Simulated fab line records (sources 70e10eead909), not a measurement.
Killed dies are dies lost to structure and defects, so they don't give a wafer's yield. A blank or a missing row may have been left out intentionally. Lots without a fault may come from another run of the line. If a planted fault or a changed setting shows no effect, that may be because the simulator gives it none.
The same fault as seen by 2 desks -- flow nandHarc -- only its own numbers are on each desk; what lay behind them is given at the end

## THE METROLOGY DESK
What the gauges read for every lot (on any tool): the sampled wafers with a number, averaged. Any lot whose mean is over 4 standard deviations away from the usual mean is out of limits and marked OUT; that distance is given in the brackets.
Columns: A = thkNm at NHARC_A_ONON_D2_THK_MEAS_14, usual 999 nm
lot,first seen here,A
L124,day 12 11:18,983
L125,day 12 22:17,1000
L126,day 13 04:01,1002
L129,day 13 23:29,1001
L130,day 14 15:44,1003
L133,day 16 18:17,1358 (+42) OUT
L135,day 17 04:34,1169 (+20) OUT
L141,day 19 11:47,1017
L142,day 19 21:40,990
L143,day 20 10:34,998
L144,day 20 23:50,1010
L146,day 21 12:19,999
L145,day 21 12:32,1014
L147,day 22 07:20,998
This desk's finding: out of limits on L133, L135; first on L133, day 16 18:17 (thkNm at NHARC_A_ONON_D2_THK_MEAS_14). L124, L125, L126, L129, L130, L141, L142, L143, L144, L146, L145, L147: within limits.

## FOR THE TOOL OWNER'S DESK: pecvdOnon-01
The tool's own readings at NHARC_A_ONON_D2_DEP_12 (target thk 1000 nm): means of the sampled wafers that have a number, for each lot that ran on this tool. Any lot whose mean is over 4 standard deviations away from the usual mean is out of limits and marked OUT; that distance is given in the brackets.
Columns: A = nh3FlowSccm at NHARC_A_ONON_D2_DEP_12, usual 500.4 sccm
lot,first seen here,A
L129,day 13 23:05,500.1
L133,day 16 17:46,500.7
L135,day 17 04:03,502.1
L141,day 19 11:20,498.7
L144,day 20 23:23,501.5
This desk found nothing out of limits on any of the 5 lots.

## BROUGHT TOGETHER
L133, L135 would have let the metrology desk raise an alarm at day 16 18:17.
The desk of the tool owner found nothing out of limits.
The tool owner's desk has L133, L135 on record, within its limits.
Every lot named ran NHARC_A_ONON_D2_DEP_12 on pecvdOnon-01.

## WHAT THE SIMULATOR HAD PUT IN
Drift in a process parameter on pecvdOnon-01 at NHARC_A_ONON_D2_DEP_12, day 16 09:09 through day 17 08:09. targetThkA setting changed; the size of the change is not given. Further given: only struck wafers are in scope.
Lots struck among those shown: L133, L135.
Hours from the fault's start to each desk's first reading out of limits: the metrology desk, 9.
